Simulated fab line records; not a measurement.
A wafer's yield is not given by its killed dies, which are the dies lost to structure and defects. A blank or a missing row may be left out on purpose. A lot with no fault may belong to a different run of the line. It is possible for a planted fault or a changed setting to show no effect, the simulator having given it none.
One fault through the eyes of 2 desks	flow n5-finfet	each desk has only its own numbers; what lay behind them comes last

TOOL OWNER'S DESK, cvd-co-01
The tool's own readings at N5_BEOL_M10_CVD_75 (deposits Co from CCTBA/H2, target thk 2 nm, time 138.9 s): means of the sampled wafers that have a number, for each lot that ran on this tool. The brackets show how far a lot's mean lies from the usual mean; more than 4 standard deviations puts the lot out of limits, marked OUT.
Columns: A = chamber-pressure-Torr at N5_BEOL_M10_CVD_75, usual 30.01 Torr; B = run-length-s at N5_BEOL_M10_CVD_75, usual 161.3 s
lot	first seen here	A	B
L698	day 11 06:09	29.96	161.5
L703	day 12 09:25	30.05	161.7
L706	day 12 09:53	30.07	161.4
L710	day 13 23:55	30.06	161.8
L709	day 14 00:59	29.97	161.3
L716	day 15 05:43	30.06	160.5
L715	day 15 17:39	30.07	159.8
Finding of this desk: none of the 7 lots has anything out of limits.

AT THE METROLOGY DESK
Means of the sampled wafers that have a number, per lot and without regard to the tool the lot ran on: this is what the gauges read. The brackets show how far a lot's mean lies from the usual mean; more than 4 standard deviations puts the lot out of limits, marked OUT.
Columns: A = cd-nm at N5_BEOL_M10_CD_MEAS_35, usual 69.8 nm
lot	first seen here	A
L698	day 11 05:04	70.0
L702	day 11 14:35	69.9
L700	day 11 14:47	70.3
L703	day 12 07:58	69.8
L706	day 12 08:29	69.8
L710	day 13 23:00	70.1
L709	day 13 23:34	68.9
L712	day 14 05:20	68.7
L714	day 14 13:58	69.9
L716	day 15 02:44	69.3
L715	day 15 13:47	68.8
Finding of this desk: none of the 11 lots has anything out of limits.

PUT TOGETHER
The tool owner's desk saw nothing out of limits.
Nothing out of limits was seen by the metrology desk.

WHAT HAD BEEN PUT IN BY THE SIMULATOR
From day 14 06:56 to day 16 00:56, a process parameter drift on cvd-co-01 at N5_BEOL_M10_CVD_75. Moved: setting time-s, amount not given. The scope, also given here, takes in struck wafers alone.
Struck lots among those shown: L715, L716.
